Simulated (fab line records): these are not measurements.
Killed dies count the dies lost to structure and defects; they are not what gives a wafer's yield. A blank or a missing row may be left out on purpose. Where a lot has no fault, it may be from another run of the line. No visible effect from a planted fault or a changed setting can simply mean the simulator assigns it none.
Matching of chambers ; flow nand-harc ; NHARC_A_STAIRCASE_DESCUM_252 on rie-diel-05: 4 sister chambers
The step chemistry O2, time 3 s. 4 wafers are shown with their chamber, then 11 later ones without.

WAFERS WITH THEIR CHAMBER
wafer;chamber;showerhead-plenum-p-Torr (Torr)
L080.6;1;1.89
L082.1;2;1.82
L082.5;3;1.78
L083.1;0;1.89

WAFERS WITHOUT THEIR CHAMBER
wafer;showerhead-plenum-p-Torr (Torr)
L083.3;1.88
L083.5;1.89
L085.1;1.89
L085.4;1.88
L085.5;1.89
L091.1;2.08
L091.4;1.88
L091.6;2.08
L092.1;1.81
L092.3;1.88
L092.4;2.08

THE CHAMBER EACH PASSED THROUGH
wafer;from the rows above;in truth
L083.3;can't be placed: 0 or 1 or 2 or 3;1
L083.5;can't be placed: 0 or 1 or 2 or 3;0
L085.1;can't be placed: 0 or 1 or 2 or 3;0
L085.4;can't be placed: 0 or 1 or 2 or 3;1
L085.5;can't be placed: 0 or 1 or 2 or 3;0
L091.1;can't be placed: 0 or 1 or 2 or 3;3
L091.4;can't be placed: 0 or 1 or 2 or 3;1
L091.6;can't be placed: 0 or 1 or 2 or 3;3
L092.1;can't be placed: 2 or 3 or 0 or 1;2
L092.3;can't be placed: 0 or 1 or 2 or 3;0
L092.4;can't be placed: 0 or 1 or 2 or 3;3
Correct placement for 0 of the 11. Not placeable from these rows: 11 (in 11, the candidates include the true chamber). Wrongly placed: 0.
How it was worked out, from the rows above alone: a wafer's distance from a chamber is the root of the sum, over the readings, of the square of ((its reading less the chamber's mean) divided by the reading's scatter). If the next closest chamber is less than 2 further off than the closest, the wafer can't be placed; otherwise it belongs to the closest. The mean given for a chamber averages the wafers shown for that chamber. The scatter: with one shown wafer a chamber, the root of the mean of the squares of how far each hidden wafer lies from its nearest shown one.
